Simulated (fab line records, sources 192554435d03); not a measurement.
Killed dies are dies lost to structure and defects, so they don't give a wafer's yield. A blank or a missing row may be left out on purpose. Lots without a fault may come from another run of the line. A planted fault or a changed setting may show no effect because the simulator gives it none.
fab line records | flow n5_finfet
record lots=24 wafers=72 last_day=20
route steps=1938 shown HKMG_FIN@403 GATE_CUT@469
lots that met no fault: from a run of the same line without faults
start_h: hours from the record's first day to the start of the lot's first wafer shown | wait_h: hours since the lot's step before | " the same as in the row above | L1.1+2: a row that stands for several wafers | - no value, or no start given | * or withheld: withheld | < > ~ a bound
route shown NAME@n: a module of which the file shows steps, and the number in the route of the first | usual: mean/standard deviation of fault-free wafers | same: alike in all rows | chamber/n: place in a boat | sites: the reading at each site | _std_site: their standard deviation | _edge_site: outer sites' mean less inner sites' | radius_mm: how far each site lies from the wafer's centre | mask NAME#n: copy n | behind: the tool/chamber that last shaped the wafer | hold: why the lot was held/for how many hours/how that ended | device: the transistor (n, p or np) that didn't switch | end of line: the same wafers' tests at the end of the route | a step without rows: its recipe alone | killed: dies lost to structure and defects at the first sort, not the wafer's yield | map: a wafer's dies, x killed, . not, _ none there
set.NAME: the setting as run; set.NAME@STEP: as run at that earlier step | model.NAME: the simulator's own value behind a step, which no gauge read
steps of the route over a sample of lots; a table a step, a row a wafer
services: from which hour (start_h, from the record's first day; less than 0 if before it) a tool's chamber was out of use, for how many hours, and why
## steps
# step N5_HKMG_FIN_ETCH_55
# recipe chemistry=N2/H2 target=SOC target_depth_a=2400 temp_c=40 time_s=300 ion_energy_ev=200 mask_material=SiARC pressure_mtorr=30 source_w=840 bias_w=150 n2_flow_sccm=200 h2_flow_sccm=200
# usual drypump_motor_current_A=5.7/0.38 h2_flow_sccm=200.0/0.54 n2_flow_sccm=200.1/0.62 oes_product_au=0.79/0.095 rf_vpp_V=525.4/2 showerhead_plenum_p_Torr=2.59/0.073 throttle_valve_pct=17.67/0.27
# columns lot.wafer tool chamber start_h wait_h drypump_motor_current_A h2_flow_sccm n2_flow_sccm oes_product_au rf_hours_counter_h rf_vpp_V showerhead_plenum_p_Torr throttle_valve_pct
L074.2 rie_diel-04 0 71.11 0.0 6.1 200.5 200.4 0.68 240 524.8 2.61 17.79
L074.4 " 2 " " 5.9 200.0 199.6 0.77 161 524.1 2.52 17.84
L074.6 " 0 " " 6.1 200.4 199.8 0.69 - 525.9 2.61 17.78
L075.2 rie_diel-04 3 77.79 0.0 5.5 200.3 199.4 0.69 230 526.4 2.60 17.69
L075.4 " 1 " " 6.3 199.9 200.0 0.76 159 527.6 2.65 18.07
L075.5 " 3 " " 5.5 199.8 198.6 0.68 - 528.3 2.60 17.69
L076.3 rie_diel-04 1 87.50 0.0 6.2 200.1 199.8 0.76 162 526.8 2.64 18.06
L076.4 " 2 " " 5.9 199.6 200.0 0.75 166 524.7 2.52 17.87
L076.5 " 1 " " 6.2 199.7 200.1 0.76 - 526.8 2.64 18.08
L077.1 rie_diel-06 0 89.39 0.0 5.2 201.3 200.7 0.70 235 525.6 2.59 17.38
L077.5 " 3 " " 5.0 200.2 199.9 0.72 - 522.8 2.42 17.64
L077.6 " 0 " " 5.2 200.1 199.4 0.71 - 525.4 2.59 17.38
L078.1 rie_diel-06 3 96.47 0.0 5.0 200.9 200.5 0.72 176 521.6 2.42 17.66
L078.4 " 1 " " 5.6 200.0 199.7 0.87 46 523.6 2.58 17.75
L078.5 " 0 " " 5.2 200.1 199.7 0.70 - 525.5 2.59 17.40
L079.1 rie_diel-06 1 101.94 0.0 5.6 200.1 200.4 0.87 48 526.4 2.58 17.75
L079.2 " 2 " " 5.6 199.8 200.8 0.70 221 524.7 2.63 17.80
L079.3 " 0 " " 5.2 199.9 199.9 0.70 239 524.7 2.59 17.42
L080.1 rie_diel-01 3 107.24 0.0 5.3 200.1 200.4 0.92 21 525.2 2.59 17.48
L080.2 " 2 " " 5.9 200.7 200.8 0.87 36 527.3 2.70 17.50
L080.4 " 2 " " 5.9 200.4 200.6 0.84 - 527.6 2.70 17.50
L081.2 rie_diel-01 3 115.52 0.1 5.2 200.9 200.3 0.92 23 524.1 2.59 17.48
L081.3 " 3 " " 5.3 200.8 200.5 0.92 - 524.8 2.59 17.47
L081.4 " 2 " " 5.9 200.8 200.9 0.84 - 528.9 2.70 17.49
L082.3 rie_diel-04 1 123.42 0.0 6.2 200.6 200.4 0.75 176 527.6 2.64 18.11
L082.5 " 1 " " 6.2 199.6 200.8 0.75 - 526.3 2.64 18.12
L082.6 " 0 " " 6.1 199.8 200.0 1.01 - 525.4 2.60 17.34
L083.1 rie_diel-04 0 129.40 0.0 6.1 199.2 200.8 0.98 6 526.1 2.60 17.34
L083.3 " 3 " " 5.5 200.2 198.8 0.68 250 525.1 2.59 17.71
L083.5 " 3 " " 5.5 199.3 199.5 0.68 - 526.2 2.59 17.72
L084.3 rie_diel-04 2 136.35 0.0 6.0 200.6 200.9 0.73 186 523.0 2.51 17.89
L084.5 " 0 " " 6.1 200.4 200.1 0.98 - 525.1 2.60 17.35
L084.6 " 1 " " 6.2 200.3 200.5 0.75 - 526.4 2.64 18.12
L085.3 rie_diel-06 3 143.00 0.0 5.0 201.3 199.3 0.71 191 521.1 2.41 17.67
L085.4 " 3 " " 4.9 200.8 199.6 0.70 - 520.5 2.41 17.68
L085.6 " 1 " " 5.6 199.8 199.4 0.84 - 526.3 2.57 17.79
L086.2 rie_diel-04 2 149.17 0.0 5.9 199.2 200.2 0.73 193 523.0 2.51 17.90
L086.3 " 0 " " 6.1 199.2 199.9 0.96 15 524.2 2.60 17.34
L086.5 " 0 " " 6.1 198.9 200.5 0.94 - 525.6 2.60 17.35
L087.1 rie_diel-06 3 156.37 0.0 4.9 200.2 200.0 0.70 197 521.0 2.41 17.69
L087.2 " 1 " " 5.6 200.9 199.3 0.82 68 524.0 2.57 17.79
L087.5 " 1 " " 5.6 199.6 199.8 0.83 - 525.5 2.57 17.80
L088.1 rie_diel-04 1 158.89 0.0 6.2 200.9 200.7 0.75 192 527.1 2.63 18.14
L088.3 " 0 " " 6.1 200.1 200.1 0.95 19 525.0 2.60 17.34
L088.6 " 1 " " 6.2 199.1 200.1 0.74 - 524.8 2.63 18.13
L089.2 rie_diel-01 1 166.57 0.0 5.3 201.1 200.2 0.72 200 527.0 2.61 17.92
L089.3 " 0 " " 5.9 199.5 199.6 0.90 14 529.3 2.70 17.27
L089.5 " 1 " " 5.3 200.7 200.5 0.72 - 525.0 2.62 17.92
L090.4 rie_diel-06 2 168.42 0.1 5.6 200.2 199.9 0.68 - 524.8 2.62 17.83
L090.5 " 1 " " 5.6 200.3 200.4 0.82 - 523.6 2.56 17.80
L090.6 " 3 " " 4.9 200.2 199.1 0.70 - 520.9 2.41 17.69
L091.2 rie_diel-04 3 178.84 0.0 5.5 200.0 200.5 0.93 9 524.6 2.58 17.23
L091.4 " 1 " " 6.2 199.9 200.1 0.75 199 526.1 2.63 18.16
L091.6 " 3 " " 5.5 199.8 199.4 0.93 - 526.0 2.58 17.23
L092.3 rie_diel-01 0 182.52 0.0 5.9 199.8 199.2 0.90 21 527.9 2.70 17.29
L092.4 " 1 " " 5.3 200.7 199.6 0.72 - 526.8 2.61 17.92
L092.5 " 0 " " 5.9 200.3 199.9 0.90 - 529.0 2.70 17.28
L093.1 rie_diel-06 0 190.60 0.0 5.2 199.8 200.0 0.97 6 525.3 2.58 16.98
L093.2 " 1 " " 5.6 199.0 200.3 0.82 85 524.3 2.56 17.84
L093.6 " 2 " " 5.6 199.7 200.4 0.68 - 525.4 2.62 17.86
L094.1 rie_diel-01 2 192.68 0.0 6.0 199.5 199.5 0.80 69 528.8 2.69 17.56
L094.2 " 0 " " 5.9 200.0 199.5 0.88 26 528.4 2.70 17.30
L094.6 " 0 " " 5.9 200.1 199.4 0.88 - 529.1 2.70 17.29
L095.2 rie_diel-06 3 199.29 0.0 4.9 199.9 201.2 0.69 210 521.6 2.41 17.72
L095.3 " 0 " " 5.2 199.4 201.0 0.94 11 526.5 2.58 16.99
L095.6 " 3 " " 4.9 200.3 201.3 0.69 - 518.9 2.41 17.71
L096.1 rie_diel-01 2 204.52 0.0 5.9 199.8 200.1 0.79 75 527.5 2.69 17.56
L096.2 " 1 " " 5.3 200.1 199.7 0.70 217 525.2 2.61 17.94
L096.4 " 3 " " 5.3 200.2 200.4 0.89 39 524.7 2.58 17.50
L097.1 rie_diel-01 3 216.24 0.0 5.2 199.7 201.0 0.88 42 525.4 2.58 17.52
L097.2 " 2 " " 5.9 200.6 201.2 0.80 78 528.5 2.69 17.56
L097.4 " 0 " " 5.9 200.7 200.2 0.86 35 527.0 2.69 17.31
# step N5_HKMG_FIN_ALD_36
# recipe material=TiN target_thk_a=10 temp_c=400 ald_precursor_family=TiCl4 ald_co_reactant=NH3 pulse_time_s=1 purge_time_s=3 co_reactant_purge_time_s=2 co_reactant_pulse_time_s=2 ald_cycles=47 pressure_torr=3
# usual heater_power_w=841/110 precursor_pulse_height_rel=1.001/0.019
# columns lot.wafer tool chamber start_h wait_h heater_power_w precursor_pulse_height_rel
L074.2 ald_metal-01 1 73.32 0.0 781 0.975
L074.4 " 3 " " 922 1.015
L074.6 " 1 " " 765 1.012
L075.2 ald_metal-02 1 79.97 0.0 830 0.981
L075.4 " 2 " " 792 1.006
L075.5 " 1 " " 813 0.992
L076.3 ald_metal-03 1 89.54 0.0 851 1.001
L076.4 " 2 " " 1051 1.015
L076.5 " 0 " " 763 1.003
L077.1 ald_metal-03 2 91.43 0.0 1043 0.988
L077.5 " 1 " " 840 0.988
L077.6 " 0 " " 753 0.992
L078.1 ald_metal-01 1 98.62 0.0 763 0.996
L078.4 " 0 " " 735 0.991
L078.5 " 2 " " 919 1.017
L079.1 ald_metal-02 0 103.98 0.0 915 0.978
L079.2 " 1 " " 818 1.008
L079.3 " 2 " " 800 1.027
L080.1 ald_metal-02 1 109.53 0.0 795 1.021
L080.2 " 2 " " 786 0.959
L080.4 " 2 " " 788 1.019
L081.2 ald_metal-02 1 118.01 0.0 818 1.008
L081.3 " 0 " " 907 0.998
L081.4 " 0 " " 917 0.993
L082.3 ald_metal-03 2 125.47 0.0 1058 0.996
L082.5 " 2 " " 1065 0.968
L082.6 " 3 " " 660 0.999
L083.1 ald_metal-03 1 131.53 0.0 859 1.022
L083.3 " 0 " " 776 0.990
L083.5 " 3 " " 654 1.004
L084.3 ald_metal-01 2 138.62 0.0 890 0.979
L084.5 " 1 " " 749 1.032
L084.6 " 2 " " 908 0.985
L085.3 ald_metal-02 0 145.04 0.0 905 0.997
L085.4 " 1 " " 832 0.998
L085.6 " 0 " " 919 0.979
L086.2 ald_metal-02 1 151.21 0.0 797 1.004
L086.3 " 0 " " 908 1.023
L086.5 " 1 " " 822 1.011
L087.1 ald_metal-03 0 158.41 0.0 757 0.986
L087.2 " 3 " " 677 1.026
L087.5 " 0 " " 744 1.013
L088.1 ald_metal-03 0 160.93 0.0 754 1.009
L088.3 " 3 " " 657 0.997
L088.6 " 3 " " 653 0.985
L089.2 ald_metal-01 0 168.87 0.0 755 0.968
L089.3 " 3 " " 895 0.988
L089.5 " 3 " " 887 0.986
L090.4 ald_metal-01 3 170.38 0.0 875 0.991
L090.5 " 2 " " 917 0.952
L090.6 " 3 " " 916 0.994
L091.2 ald_metal-01 1 180.88 0.0 733 0.979
L091.4 " 0 " " 746 1.003
L091.6 " 2 " " 918 1.002
L092.3 ald_metal-02 3 184.81 0.1 1019 0.996
L092.4 " 2 " " 780 1.022
L092.5 " 2 " " 784 0.997
L093.1 ald_metal-03 3 192.68 0.0 638 0.973
L093.2 " 0 " " 751 0.997
L093.6 " 2 " " 1062 1.036
L094.1 ald_metal-03 0 194.82 0.0 738 1.030
L094.2 " 2 " " 1069 1.007
L094.6 " 1 " " 855 0.984
L095.2 ald_metal-03 0 201.33 0.0 729 0.983
L095.3 " 3 " " 657 0.981
L095.6 " 0 " " 770 0.988
L096.1 ald_metal-01 1 206.56 0.0 753 1.023
L096.2 " 3 " " 901 0.997
L096.4 " 0 " " 748 1.028
L097.1 ald_metal-01 1 218.29 0.0 753 1.000
L097.2 " 3 " " 892 0.981
L097.4 " 0 " " 753 1.001
# step N5_HKMG_FIN_INSPECT_14
# recipe mode=adi inspect_instrument=macro
# usual raw_defect_count=2.1/1.3
# columns lot.wafer tool chamber start_h wait_h raw_defect_count
L074.2 defect_inspect-01 - 74.53 0.0 2
L074.4 " - " " 1
L074.6 " - " " 3
L075.2 defect_inspect-01 - 81.18 0.0 3
L075.4 " - " " 3
L075.5 " - " " 2
L076.3 defect_inspect-02 - 90.75 0.0 2
L076.4 " - " " 2
L076.5 " - " " 3
L077.1 defect_inspect-02 - 92.64 0.0 1
L077.5 " - " " 3
L077.6 " - " " 4
L078.1 defect_inspect-01 - 99.83 0.0 3
L078.4 " - " " 2
L078.5 " - " " 2
L079.1 defect_inspect-01 - 105.06 0.0 1
L079.2 " - " " 4
L079.3 " - " " 2
L080.1 defect_inspect-01 - 110.62 0.0 2
L080.2 " - " " 2
L080.4 " - " " 2
L081.2 defect_inspect-01 - 119.22 0.0 2
L081.3 " - " " 1
L081.4 " - " " 4
L082.3 defect_inspect-01 - 126.69 0.0 0
L082.5 " - " " 3
L082.6 " - " " 1
L083.1 defect_inspect-01 - 132.61 0.0 1
L083.3 " - " " 2
L083.5 " - " " 2
L084.3 defect_inspect-01 - 139.70 0.0 3
L084.5 " - " " 5
L084.6 " - " " 3
L085.3 defect_inspect-02 - 146.26 0.0 2
L085.4 " - " " 4
L085.6 " - " " 1
L086.2 defect_inspect-02 - 152.29 0.0 2
L086.3 " - " " 2
L086.5 " - " " 4
L087.1 defect_inspect-02 - 159.62 0.0 4
L087.2 " - " " 1
L087.5 " - " " 1
L088.1 defect_inspect-01 - 162.19 0.0 0
L088.3 " - " " 3
L088.6 " - " " 0
L089.2 defect_inspect-02 - 170.08 0.0 4
L089.3 " - " " 1
L089.5 " - " " 1
L090.4 defect_inspect-02 - 171.59 0.0 2
L090.5 " - " " 2
L090.6 " - " " 2
L091.2 defect_inspect-02 - 182.09 0.0 4
L091.4 " - " " 2
L091.6 " - " " 3
L092.3 defect_inspect-02 - 186.05 0.0 1
L092.4 " - " " 2
L092.5 " - " " 4
L093.1 defect_inspect-02 - 193.90 0.0 4
L093.2 " - " " 0
L093.6 " - " " 3
L094.1 defect_inspect-02 - 196.02 0.0 2
L094.2 " - " " 1
L094.6 " - " " 0
L095.2 defect_inspect-02 - 202.43 0.0 1
L095.3 " - " " 3
L095.6 " - " " 4
L096.1 defect_inspect-02 - 207.77 0.0 3
L096.2 " - " " 5
L096.4 " - " " 1
L097.1 defect_inspect-02 - 219.49 0.0 4
L097.2 " - " " 3
L097.4 " - " " 4
# step N5_HKMG_FIN_STRIP_88
# recipe chemistry=N2/H2 power_w=2500 temp_c=300 h2_frac=0.65 time_s=360 pressure_mtorr=withheld n2_flow_sccm=1750 h2_flow_sccm=3250
# usual drypump_motor_current_A=5.8/0.45 h2_flow_sccm=3250/9.3 heater_power_w=477/29 n2_flow_sccm=1751/5.3
# columns lot.wafer tool chamber start_h wait_h drypump_motor_current_A h2_flow_sccm heater_power_w n2_flow_sccm rf_hours_counter_h
L074.2 plasma_asher-02 1 76.20 0.0 5.9 3260 439 1753 39
L074.4 " 1 " " 5.9 3258 447 1752 -
L074.6 " 1 " " 5.9 3256 443 1754 -
L075.2 plasma_asher-02 1 82.78 0.0 5.9 3254 448 1752 40
L075.4 " 1 " " 5.9 3232 454 1755 -
L075.5 " 0 " " 5.2 3237 503 1739 -
L076.3 plasma_asher-01 0 92.49 0.1 5.6 3256 451 1750 -
L076.4 " 1 " " 6.5 3249 498 1747 -
L076.5 " 1 " " 6.5 3250 510 1747 -
L077.1 plasma_asher-01 0 94.24 0.0 5.5 3246 445 1746 88
L077.5 " 0 " " 5.5 3233 453 1745 -
L077.6 " 1 " " 6.5 3236 508 1754 -
L078.1 plasma_asher-01 0 101.56 0.0 5.6 3250 437 1748 91
L078.4 " 1 " " 6.5 3240 499 1751 -
L078.5 " 1 " " 6.5 3242 505 1752 -
L079.1 plasma_asher-01 0 106.73 0.0 5.5 3241 462 1753 93
L079.2 " 1 " " 6.5 3250 492 1755 93
L079.3 " 0 " " 5.6 3241 455 1750 -
L080.1 plasma_asher-01 0 112.22 0.0 5.6 3255 452 1758 95
L080.2 " 1 " " 6.5 3244 511 1745 95
L080.4 " 1 " " 6.5 3261 501 1743 -
L081.2 plasma_asher-02 0 120.94 0.0 5.2 3261 505 1748 42
L081.3 " 0 " " 5.2 3255 509 1749 -
L081.4 " 1 " " 5.9 3260 456 1758 -
L082.3 plasma_asher-01 0 128.41 0.1 5.5 3235 451 1754 -
L082.5 " 1 " " 6.5 3240 507 1742 -
L082.6 " 0 " " 5.6 3248 448 1757 -
L083.1 plasma_asher-02 0 134.67 0.0 5.2 3262 514 1745 44
L083.3 " 0 " " 5.2 3257 503 1747 -
L083.5 " 1 " " 5.9 3252 443 1747 -
L084.3 plasma_asher-01 0 141.42 0.1 5.6 3250 453 1752 -
L084.5 " 0 " " 5.6 3246 458 1749 -
L084.6 " 1 " " 6.5 3245 504 1755 -
L085.3 plasma_asher-01 1 147.98 0.1 6.5 3249 505 1762 -
L085.4 " 0 " " 5.6 3247 452 1750 -
L085.6 " 1 " " 6.5 3264 513 1754 -
L086.2 plasma_asher-02 0 154.10 0.0 5.2 3245 512 1742 47
L086.3 " 0 " " 5.2 3231 502 1735 -
L086.5 " 1 " " 5.9 3248 453 1758 -
L087.1 plasma_asher-01 0 161.22 0.0 5.5 3248 462 1742 105
L087.2 " 1 " " 6.5 3252 505 1757 105
L087.5 " 1 " " 6.5 3244 498 1753 -
L088.1 plasma_asher-02 0 164.02 0.0 5.2 3251 505 1751 50
L088.3 " 1 " " 5.9 3233 449 1748 -
L088.6 " 1 " " 5.9 3237 445 1755 -
L089.2 plasma_asher-02 1 171.71 0.1 5.9 3268 456 1754 51
L089.3 " 1 " " 5.9 3255 445 1748 -
L089.5 " 0 " " 5.2 3252 502 1756 -
L090.4 plasma_asher-01 0 173.42 0.1 5.6 3250 443 1760 -
L090.5 " 1 " " 6.5 3237 508 1742 -
L090.6 " 0 " " 5.6 3276 445 1752 -
L091.2 plasma_asher-02 1 183.86 0.0 5.9 3257 446 1750 54
L091.4 " 0 " " 5.2 3253 490 1753 -
L091.6 " 1 " " 5.9 3264 439 1751 -
L092.3 plasma_asher-02 1 187.77 0.1 5.9 3244 449 1751 -
L092.4 " 0 " " 5.3 3248 510 1740 -
L092.5 " 1 " " 5.9 3250 445 1744 -
L093.1 plasma_asher-02 1 195.54 0.0 5.9 3251 445 1749 56
L093.2 " 0 " " 5.2 3249 499 1754 56
L093.6 " 1 " " 5.9 3244 443 1750 -
L094.1 plasma_asher-02 0 197.65 0.0 5.2 3235 507 1754 57
L094.2 " 1 " " 5.9 3250 445 1757 57
L094.6 " 0 " " 5.2 3242 491 1760 -
L095.2 plasma_asher-01 0 204.35 0.0 5.6 3252 453 1756 113
L095.3 " 0 " " 5.6 3257 462 1758 -
L095.6 " 0 " " 5.6 3243 438 1760 -
L096.1 plasma_asher-02 0 209.37 0.0 5.3 3245 503 1749 59
L096.2 " 1 " " 5.9 3252 447 1754 59
L096.4 " 0 " " 5.2 3263 514 1745 -
L097.1 plasma_asher-02 1 221.64 0.0 5.9 3256 450 1748 61
L097.2 " 0 " " 5.2 3255 503 1760 61
L097.4 " 1 " " 5.9 3256 447 1747 -
# step N5_HKMG_FIN_W_FILL_22
# recipe material=W target_thk_a=600 temp_c=400 pressure_torr=39.4 time_s=18.2
# usual heater_power_w=838/94 throttle_valve_pct=19.3/0.72
# columns lot.wafer tool chamber start_h wait_h heater_power_w throttle_valve_pct
L074.2 cvd_w-01 1 78.19 0.0 862 18.9
L074.4 " 0 " " 939 20.3
L074.6 " 1 " " 823 18.7
L075.2 cvd_w-02 1 84.77 0.0 706 18.7
L075.4 " 1 " " 703 18.6
L075.5 " 0 " " 793 19.3
L076.3 cvd_w-02 0 94.44 0.0 769 19.2
L076.4 " 1 " " 692 18.3
L076.5 " 1 " " 722 18.4
L077.1 cvd_w-01 0 96.23 0.0 979 20.3
L077.5 " 0 " " 958 20.5
L077.6 " 1 " " 865 18.4
L078.1 cvd_w-02 0 104.01 0.1 805 19.3
L078.4 " 0 " " 801 19.1
L078.5 " 0 " " 771 19.0
L079.1 cvd_w-01 1 108.72 0.0 882 18.9
L079.2 " 0 " " 977 20.8
L079.3 " 0 " " 975 20.2
L080.1 cvd_w-01 0 114.21 0.0 964 20.2
L080.2 " 1 " " 877 19.0
L080.4 " 1 " " 851 18.8
L081.2 cvd_w-02 0 122.94 0.0 798 19.3
L081.3 " 0 " " 778 19.1
L081.4 " 1 " " 707 18.5
L082.3 cvd_w-02 0 130.29 0.0 797 19.5
L082.5 " 0 " " 797 19.3
L082.6 " 1 " " 719 18.6
L083.1 cvd_w-01 1 136.74 0.1 901 18.9
L083.3 " 1 " " 886 18.8
L083.5 " 1 " " 879 19.0
L084.3 cvd_w-01 0 143.61 0.0 945 20.5
L084.5 " 1 " " 895 19.1
L084.6 " 0 " " 992 20.4
L085.3 cvd_w-01 0 149.99 0.0 986 20.7
L085.4 " 1 " " 884 19.0
L085.6 " 0 " " 977 20.4
L086.2 cvd_w-02 0 156.10 0.0 781 19.1
L086.3 " 0 " " 789 19.4
L086.5 " 1 " " 712 18.1
L087.1 cvd_w-02 0 163.28 0.0 786 19.5
L087.2 " 1 " " 707 18.7
L087.5 " 0 " " 803 19.3
L088.1 cvd_w-01 0 166.04 0.0 991 20.4
L088.3 " 0 " " 988 20.5
L088.6 " 0 " " 961 20.2
L089.2 cvd_w-02 1 173.84 0.0 730 18.6
L089.3 " 1 " " 712 18.9
L089.5 " 1 " " 708 18.5
L090.4 cvd_w-01 1 175.30 0.0 896 19.1
L090.5 " 0 " " 963 20.7
L090.6 " 1 " " 866 19.1
L091.2 cvd_w-01 1 185.87 0.0 880 19.1
L091.4 " 0 " " 996 20.7
L091.6 " 0 " " 968 20.6
L092.3 cvd_w-02 1 189.74 0.0 699 18.6
L092.4 " 0 " " 787 19.3
L092.5 " 1 " " 722 18.6
L093.1 cvd_w-02 0 197.58 0.0 808 19.1
L093.2 " 1 " " 733 18.6
L093.6 " 0 " " 772 19.2
L094.1 cvd_w-02 1 199.67 0.0 724 18.6
L094.2 " 0 " " 786 19.6
L094.6 " 1 " " 710 18.5
L095.2 cvd_w-01 0 206.34 0.0 988 20.9
L095.3 " 0 " " 988 21.0
L095.6 " 0 " " 977 20.6
L096.1 cvd_w-02 1 211.37 0.0 720 18.6
L096.2 " 0 " " 802 19.3
L096.4 " 1 " " 727 18.8
L097.1 cvd_w-01 0 223.63 0.0 978 20.7
L097.2 " 1 " " 905 19.0
L097.4 " 0 " " 955 20.5
# step N5_GATE_CUT_ETCH_58
# recipe chemistry=CH3F/O2 target=SiNx target_depth_a=170 time_s=128.6 ion_energy_ev=50 pressure_mtorr=30 source_w=415 bias_w=21 Ar_flow_sccm=150 CH3F_flow_sccm=30 O2_flow_sccm=20
# usual drypump_motor_current_A=5.6/0.46 oes_product_au=0.75/0.083 rf_vpp_V=99.2/0.98 showerhead_plenum_p_Torr=2.01/0.072 throttle_valve_pct=16.26/0.18
# columns lot.wafer tool chamber start_h wait_h drypump_motor_current_A oes_product_au rf_hours_counter_h rf_vpp_V showerhead_plenum_p_Torr throttle_valve_pct
L074.2 rie_diel-05 3 79.34 0.0 5.0 0.72 193 97.9 2.07 16.32
L074.4 " 1 " " 5.4 0.94 21 100.6 2.14 16.05
L074.6 " 0 " " 5.6 0.72 - 99.0 1.97 16.54
L075.2 rie_diel-03 0 86.01 0.1 5.1 0.74 174 100.2 2.06 16.27
L075.4 " 2 " " 5.6 0.68 210 99.2 2.05 16.20
L075.5 " 2 " " 5.7 0.69 - 99.5 2.05 16.19
L076.3 rie_diel-03 1 95.58 0.0 6.4 0.70 236 99.7 1.97 16.24
L076.4 " 2 " " 5.6 0.68 212 99.4 2.05 16.19
L076.5 " 1 " " 6.3 0.69 - 99.6 1.97 16.23
L077.1 rie_diel-05 3 97.37 0.0 5.0 0.71 198 98.6 2.07 16.34
L077.5 " 0 " " 5.6 0.72 - 99.0 1.97 16.54
L077.6 " 1 " " 5.4 0.92 - 99.6 2.14 16.05
L078.1 rie_diel-03 2 105.19 0.0 5.6 0.68 213 100.1 2.05 16.19
L078.4 " 0 " " 5.1 0.75 177 98.8 2.06 16.27
L078.5 " 0 " " 5.1 0.75 - 99.4 2.06 16.27
L079.1 rie_diel-02 1 109.93 0.1 6.4 0.79 107 98.9 1.94 16.43
L079.2 " 2 " " 5.6 0.75 161 101.5 2.06 16.02
L079.3 " 3 " " 6.0 0.74 166 97.9 1.92 16.37
L080.1 rie_diel-02 2 115.36 0.0 5.6 0.75 163 100.3 2.06 16.05
L080.2 " 0 " " 5.0 0.70 214 99.3 2.06 16.09
L080.4 " 3 " " 6.0 0.74 168 97.8 1.92 16.37
L081.2 rie_diel-05 0 124.30 0.2 5.6 0.71 234 100.1 1.97 16.55
L081.3 " 3 " " 5.0 0.71 205 98.8 2.07 16.36
L081.4 " 2 " " 5.6 0.68 228 99.5 1.90 16.38
L082.3 rie_diel-05 3 131.50 0.1 5.0 0.70 208 98.9 2.07 16.35
L082.5 " 2 " " 5.6 0.67 - 97.5 1.89 16.38
L082.6 " 3 " " 5.0 0.71 - 99.3 2.07 16.36
L083.1 rie_diel-05 3 137.93 0.0 4.9 0.70 210 98.9 2.07 16.35
L083.3 " 2 " " 5.6 0.67 233 98.2 1.89 16.40
L083.5 " 3 " " 5.0 0.71 - 99.2 2.07 16.35
L084.3 rie_diel-03 0 144.90 0.0 5.1 0.73 186 99.6 2.06 16.28
L084.5 " 1 " " 6.3 0.68 - 98.6 1.97 16.25
L084.6 " 2 " " 5.6 0.67 - 99.4 2.05 16.21
L085.3 rie_diel-02 3 151.14 0.0 6.0 0.73 179 99.5 1.92 16.40
L085.4 " 2 " " 5.6 0.73 174 98.3 2.06 16.06
L085.6 " 1 " " 6.4 0.77 - 98.7 1.94 16.44
L086.2 rie_diel-05 3 157.25 0.0 4.9 0.71 215 100.0 2.07 16.37
L086.3 " 1 " " 5.4 0.90 41 100.7 2.13 16.06
L086.5 " 0 " " 5.5 0.69 - 99.0 1.96 16.56
L087.1 rie_diel-02 0 164.45 0.1 5.0 0.69 230 99.6 2.06 16.13
L087.2 " 1 " " 6.5 0.78 120 98.5 1.94 16.45
L087.5 " 2 " " 5.5 0.73 - 99.6 2.05 16.05
L088.1 rie_diel-03 2 167.28 0.1 5.6 0.67 231 98.9 2.04 16.23
L088.3 " 0 " " 5.1 0.74 195 98.5 2.06 16.31
L088.6 " 3 " " 5.1 0.85 - 100.0 2.05 16.14
L089.2 rie_diel-02 3 174.98 0.0 6.0 0.73 187 97.5 1.92 16.40
L089.3 " 1 " " 6.4 0.77 123 98.7 1.94 16.46
L089.5 " 2 " " 5.6 0.73 - 100.3 2.05 16.08
L090.4 rie_diel-05 0 176.50 0.1 5.6 0.70 - 99.7 1.96 16.58
L090.5 " 2 " " 5.6 0.66 - 99.6 1.89 16.44
L090.6 " 1 " " 5.4 0.89 - 100.8 2.13 16.09
L091.2 rie_diel-05 1 187.02 0.0 5.4 0.87 51 100.0 2.13 16.11
L091.4 " 2 " " 5.6 0.66 - 98.9 1.89 16.45
L091.6 " 1 " " 5.5 0.88 - 100.1 2.13 16.09
L092.3 rie_diel-05 2 190.88 0.0 5.6 0.66 248 98.4 1.89 16.41
L092.4 " 2 " " 5.6 0.67 - 98.1 1.89 16.44
L092.5 " 3 " " 4.9 0.70 - 99.2 2.06 16.37
L093.1 rie_diel-03 1 198.73 0.0 6.4 0.98 2 99.5 1.97 15.80
L093.2 " 0 " " 5.1 0.74 206 98.6 2.05 16.32
L093.6 " 0 " " 5.1 0.73 - 101.0 2.05 16.32
L094.1 rie_diel-03 2 200.82 0.0 5.6 0.67 243 99.7 2.04 16.26
L094.2 " 3 " " 5.1 0.83 63 98.5 2.04 16.14
L094.6 " 0 " " 5.1 0.73 - 99.0 2.05 16.33
L095.2 rie_diel-02 3 207.48 0.0 6.0 0.72 196 97.0 1.91 16.42
L095.3 " 2 " " 5.6 0.72 193 100.0 2.05 16.10
L095.6 " 1 " " 6.4 0.76 - 98.6 1.93 16.47
L096.1 rie_diel-02 2 212.51 0.0 5.6 0.72 194 99.3 2.05 16.11
L096.2 " 0 " " 5.0 0.69 243 99.5 2.05 16.15
L096.4 " 1 " " 6.5 0.76 135 98.3 1.93 16.47
L097.1 rie_diel-03 0 224.78 0.0 5.1 0.72 212 99.8 2.05 16.35
L097.2 " 1 " " 6.3 0.94 9 97.6 1.97 15.80
L097.4 " 2 " " 5.7 0.66 250 99.9 2.04 16.27
## services
# columns tool chamber start_h hours kind
rie_diel-05 3 52.46 7.1 repair
cvd_w-01 - 65.59 2.7 repair
rie_diel-05 - 66.04 5.2 repair
ald_metal-01 1 82.87 5.1 repair
plasma_asher-02 - 85.02 28.1 pm
rie_diel-01 1 88.33 1.7 repair
ald_metal-02 3 97.31 26.2 repair
cvd_w-02 1 98.14 14.7 repair
rie_diel-03 - 107.77 2.8 pm
rie_diel-01 1 111.49 9.7 repair
cvd_w-01 - 124.68 0.6 repair
rie_diel-06 0 130.10 4.0 repair
cvd_w-01 0 134.87 1.9 repair
cvd_w-02 - 140.87 14.6 pm
plasma_asher-02 - 145.98 1.2 repair
rie_diel-05 - 154.02 2.8 pm
cvd_w-01 - 158.57 1.6 repair
cvd_w-02 - 169.15 0.6 repair
rie_diel-04 1 171.89 1.4 repair
rie_diel-05 3 171.94 12.6 repair
rie_diel-06 3 181.80 17.0 repair
rie_diel-03 0 202.03 2.2 repair
ald_metal-01 - 210.02 1.2 pm
cvd_w-02 0 211.58 5.0 repair
## key
fault none
